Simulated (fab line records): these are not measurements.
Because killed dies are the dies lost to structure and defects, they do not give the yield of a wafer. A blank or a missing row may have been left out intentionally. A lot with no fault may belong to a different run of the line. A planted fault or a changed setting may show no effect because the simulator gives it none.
Which tool is to blame? / flow n5-finfet / at 1 step of a route of 1938, 9 lots with 24 wafers sampled

== WHAT THE GAUGES READ, wafer by wafer ==
N5_BEOL_M4_RC_MEAS_101.
lot=L711; measured=day 9 01:26; on=prober-01; DIBL_N (mV/V)=38.3 37.5 36.6; DIBL_P (mV/V)=36.7 34.6 35.7; IOFF_N (nA/um)=0.177 0.157 0.146; IOFF_P (nA/um)=0.25 0.20 0.21; ION_N (uA/um)=682 679 673; ION_P (uA/um)=462 463 465; SS_N (mV/dec)=72.0 71.4 71.5; SS_P (mV/dec)=73.4 72.5 73.1; VT_N (mV)=245 250 249; VT_P (mV)=-245 -250 -248
lot=L712; measured=day 9 01:55; on=prober-02; DIBL_N (mV/V)=34.2 35.6 36.1; DIBL_P (mV/V)=33.5 35.0 34.7; IOFF_N (nA/um)=0.128 0.146 0.155; IOFF_P (nA/um)=0.19 0.22 0.21; ION_N (uA/um)=673 661 667; ION_P (uA/um)=464 457 461; SS_N (mV/dec)=71.0 71.8 71.4; SS_P (mV/dec)=72.3 72.8 72.6; VT_N (mV)=250 252 251; VT_P (mV)=-252 -249 -248
lot=L715; measured=day 9 12:40; on=prober-02; DIBL_N (mV/V)=34.3 34.4 38.4; DIBL_P (mV/V)=33.6 34.0 38.9; IOFF_N (nA/um)=0.128 0.122 0.192; IOFF_P (nA/um)=0.17 0.17 0.25; ION_N (uA/um)=674 663 678; ION_P (uA/um)=460 451 458; SS_N (mV/dec)=70.8 71.3 72.2; SS_P (mV/dec)=72.6 73.4 74.0; VT_N (mV)=253 252 247; VT_P (mV)=-251 -254 -249
lot=L721; measured=day 11 08:19; on=prober-02; DIBL_N (mV/V)=36.5 36.7 38.2; DIBL_P (mV/V)=37.7 37.9 39.8; IOFF_N (nA/um)=0.165 0.153 0.193; IOFF_P (nA/um)=0.19 0.19 0.23; ION_N (uA/um)=676 670 677; ION_P (uA/um)=454 458 462; SS_N (mV/dec)=72.8 71.7 71.7; SS_P (mV/dec)=72.5 73.7 73.6; VT_N (mV)=252 251 246; VT_P (mV)=-251 -252 -251
lot=L720; measured=day 11 10:50; on=prober-02; DIBL_N (mV/V)=36.5 37.8; DIBL_P (mV/V)=35.3 36.9; IOFF_N (nA/um)=0.171 0.193; IOFF_P (nA/um)=0.25 0.27; ION_N (uA/um)=693 691; ION_P (uA/um)=481 480; SS_N (mV/dec)=72.3 72.7; SS_P (mV/dec)=73.4 74.0; VT_N (mV)=246 246; VT_P (mV)=-245 -246
lot=L722; measured=day 11 13:23; on=prober-01; DIBL_N (mV/V)=34.1 37.0; DIBL_P (mV/V)=36.0 38.6; IOFF_N (nA/um)=0.121 0.166; IOFF_P (nA/um)=0.21 0.26; ION_N (uA/um)=667 679; ION_P (uA/um)=466 474; SS_N (mV/dec)=70.9 72.2; SS_P (mV/dec)=73.4 74.2; VT_N (mV)=255 252; VT_P (mV)=-247 -245
lot=L727; measured=day 13 11:00; on=prober-02; DIBL_N (mV/V)=37.6 36.6 37.2; DIBL_P (mV/V)=37.5 35.7 36.1; IOFF_N (nA/um)=0.179 0.157 0.168; IOFF_P (nA/um)=0.24 0.22 0.23; ION_N (uA/um)=679 679 686; ION_P (uA/um)=465 470 477; SS_N (mV/dec)=71.9 71.0 72.1; SS_P (mV/dec)=73.8 72.6 72.5; VT_N (mV)=246 248 246; VT_P (mV)=-247 -249 -248
lot=L729; measured=day 13 15:16; on=prober-01; DIBL_N (mV/V)=32.7 35.5 33.7; DIBL_P (mV/V)=32.4 37.1 34.0; IOFF_N (nA/um)=0.120 0.155 0.130; IOFF_P (nA/um)=0.14 0.19 0.16; ION_N (uA/um)=667 666 675; ION_P (uA/um)=453 458 455; SS_N (mV/dec)=71.0 71.5 70.1; SS_P (mV/dec)=72.6 73.3 72.8; VT_N (mV)=255 254 254; VT_P (mV)=-255 -253 -254
lot=L730; measured=day 14 08:32; on=prober-01; DIBL_N (mV/V)=36.5 41.0; DIBL_P (mV/V)=35.5 40.2; IOFF_N (nA/um)=0.142 0.249; IOFF_P (nA/um)=0.22 0.32; ION_N (uA/um)=667 689; ION_P (uA/um)=466 478; SS_N (mV/dec)=71.1 72.7; SS_P (mV/dec)=72.7 74.6; VT_N (mV)=250 242; VT_P (mV)=-247 -245

== EACH LOT AND THE TOOL THAT RAN IT (in order: tool; ch and the chambers of the sampled wafers; start) ==
Record: no process step prior to these readings.

== WHAT THE TOOLS THEMSELVES READ (means of the sampled wafers that have a number; where no wafer has one, the mark that the record gives instead) ==
The record holds no such reading with a usual standard deviation.

== THE ANSWER, worked out from the rows above alone ==
Rule: the usual values come from the lots themselves. The widest of any qualifying gaps counts: lots, ordered by their means at a reading, are off when they make up no more than a third of the lots, leave a main group of 4 or more, and stand apart from it by 3 or more times the standard deviation of that group's means. A main group is skipped when, at the precision printed for the reading in the tables above, its means are all equal. A lot without any number at a reading at which 4 lots or more have one is off too. The other lots that the step has rows for count as sound. The gauges are gone through in route order, then the tools' own readings, and for those a lot's mean is taken as printed above. The first step at which some lot is off is used, and at that step the reading that is off furthest; a lot without a number counts as furthest.
None of the lots is off at any reading shown; this tells nothing.

== WHAT HAD BEEN PUT IN BY THE SIMULATOR ==
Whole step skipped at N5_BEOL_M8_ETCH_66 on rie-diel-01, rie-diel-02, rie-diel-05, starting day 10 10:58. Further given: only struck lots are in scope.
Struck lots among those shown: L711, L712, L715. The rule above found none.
